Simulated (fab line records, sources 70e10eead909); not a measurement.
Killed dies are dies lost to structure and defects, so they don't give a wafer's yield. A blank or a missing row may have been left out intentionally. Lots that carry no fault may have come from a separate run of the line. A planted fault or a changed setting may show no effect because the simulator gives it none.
Chamber matching | flow nandHarc | 3 sister chambers for NHARC_P_M0_PRE_CLEAN_31 on pecvd-04
The step time 12 s. 27 wafers are shown with their chamber, then 12 later ones without.

WAFERS WITH THEIR CHAMBER
wafer  | chamber | heaterPowerW (W) | rfFwdPowerW (W)
L075.1 | 2       | 531              | 293.6
L075.4 | 2       | 542              | 292.9
L075.5 | 0       | 692              | 293.3
L076.2 | 2       | 614              | 291.9
L076.3 | 1       | 753              | 293.3
L076.5 | 0       | 726              | 292.3
L078.1 | 2       | 601              | 292.6
L078.5 | 0       | 587              | 292.3
L078.6 | 1       | 737              | 294.0
L084.2 | 1       | 675              | 292.4
L084.3 | 2       | 608              | 291.9
L084.4 | 2       | 623              | 292.5
L084.1 | 0       | 599              | 292.8
L084.5 | 1       | 687              | 292.7
L084.6 | 0       | 593              | 293.0
L090.3 | 2       | 579              | 293.4
L090.4 | 1       | 736              | 292.8
L090.5 | 0       | 667              | 292.1
L091.2 | 1       | 663              | 292.7
L091.5 | 1       | 649              | 292.6
L091.6 | 0       | 668              | 293.0
L092.1 | 2       | 591              | 290.3
L092.5 | 0       | 673              | 291.9
L092.6 | 1       | 655              | 293.4
L092.2 | 1       | 652              | 291.3
L092.3 | 0       | 672              | 292.6
L092.4 | 2       | 595              | 291.2

SIGNATURES (averages over the wafers above)
reading      | chamber 0 | chamber 1 | chamber 2 | scatter within a chamber
heaterPowerW | 653.00    | 689.67    | 587.11    | 41.1
rfFwdPowerW  | 292.589   | 292.800   | 292.256   | 0.796
Rule: a wafer's distance from a chamber is the root of the sum, over the readings, of the square of ((its reading less the chamber's mean) divided by the reading's scatter). If the next closest chamber is less than 2 further off than the closest, the wafer can't be placed; otherwise it belongs to the closest. The scatter: take each reading less its chamber's mean, square it, sum over the shown wafers, divide by the number of wafers less the number of chambers, and take the root.

WAFERS MISSING THEIR CHAMBER
wafer  | heaterPowerW (W) | rfFwdPowerW (W)
L093.2 | 656              | 293.3
L093.3 | 515              | 291.6
L093.6 | 514              | 292.8
L093.1 | 641              | 292.9
L093.4 | 640              | 291.3
L093.5 | 640              | 292.6
L095.3 | 539              | 292.5
L095.5 | 690              | 291.1
L095.6 | 551              | 291.8
L097.2 | 690              | 290.4
L097.3 | 540              | 292.2
L097.4 | 546              | 291.9

WHICH CHAMBER EACH ONE RAN IN
wafer  | from the rows above          | in truth
L093.2 | can't be placed: 0 or 1 or 2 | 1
L093.3 | can't be placed: 2 or 0      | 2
L093.6 | can't be placed: 2 or 0      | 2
L093.1 | can't be placed: 0 or 1 or 2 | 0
L093.4 | can't be placed: 0 or 2 or 1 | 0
L093.5 | can't be placed: 0 or 1 or 2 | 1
L095.3 | can't be placed: 2 or 0      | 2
L095.5 | can't be placed: 0 or 1 or 2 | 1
L095.6 | can't be placed: 2 or 0      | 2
L097.2 | can't be placed: 0 or 1 or 2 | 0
L097.3 | can't be placed: 2 or 0      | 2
L097.4 | can't be placed: 2 or 0      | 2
0 of 12 placed correctly. Cannot be placed on the basis of these rows: 12; the candidates contain the true chamber in 12. 0 placed wrongly.
